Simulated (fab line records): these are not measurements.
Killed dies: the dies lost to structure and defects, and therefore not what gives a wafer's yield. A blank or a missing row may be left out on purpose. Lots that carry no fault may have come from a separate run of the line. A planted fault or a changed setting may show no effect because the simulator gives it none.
Matching of chambers | flow nand_harc | 3 sister chambers for NHARC_A_M0_DEP_32 on pecvd-03
The step deposits SiCN, target thk 30 nm. 6 wafers are shown with their chamber, then 10 later ones without.

== WAFERS WITH THEIR CHAMBER ==
wafer  | chamber | showerhead_vpp_V (V) | heater_power_w (W)
L082.4 | 2       | 1283                 | 525
L081.5 | 2       | 1261                 | 532
L083.2 | 1       | 1357                 | 635
L083.6 | 0       | 1224                 | 411
L084.1 | 0       | 1216                 | 475
L084.4 | 1       | 1358                 | 593

== WAFERS MISSING THEIR CHAMBER ==
wafer  | showerhead_vpp_V (V) | heater_power_w (W)
L084.5 | 1235                 | 471
L085.2 | 1223                 | 458
L085.5 | 1209                 | 474
L085.6 | 1276                 | 603
L087.2 | 1286                 | 552
L087.3 | 1373                 | 666
L087.4 | 1210                 | 466
L088.3 | 1276                 | 549
L088.4 | 1371                 | 675
L088.6 | 1203                 | 466

== WHICH CHAMBER EACH ONE RAN IN ==
wafer  | from the rows above | in truth
L084.5 | 0                   | 0
L085.2 | 0                   | 0
L085.5 | 0                   | 0
L085.6 | 2                   | 2
L087.2 | 2                   | 2
L087.3 | 1                   | 1
L087.4 | 0                   | 0
L088.3 | 2                   | 2
L088.4 | 1                   | 1
L088.6 | 0                   | 0
Correctly placed: 10 of 10. Not placeable from these rows: 0. Wrongly placed: 0.
How it was worked out, from the rows above alone: a wafer's distance from a chamber is the root of the sum, over the readings, of the square of ((its reading less the chamber's mean) divided by the reading's scatter). The wafer belongs to the nearest chamber; if the next one is less than 2 further off, it can't be placed. Each chamber's mean is taken over the wafers shown for it. How the scatter is found: for the shown wafers, subtract from each reading the mean of its chamber, square and add these, divide the total by (wafers less chambers), then take the root.
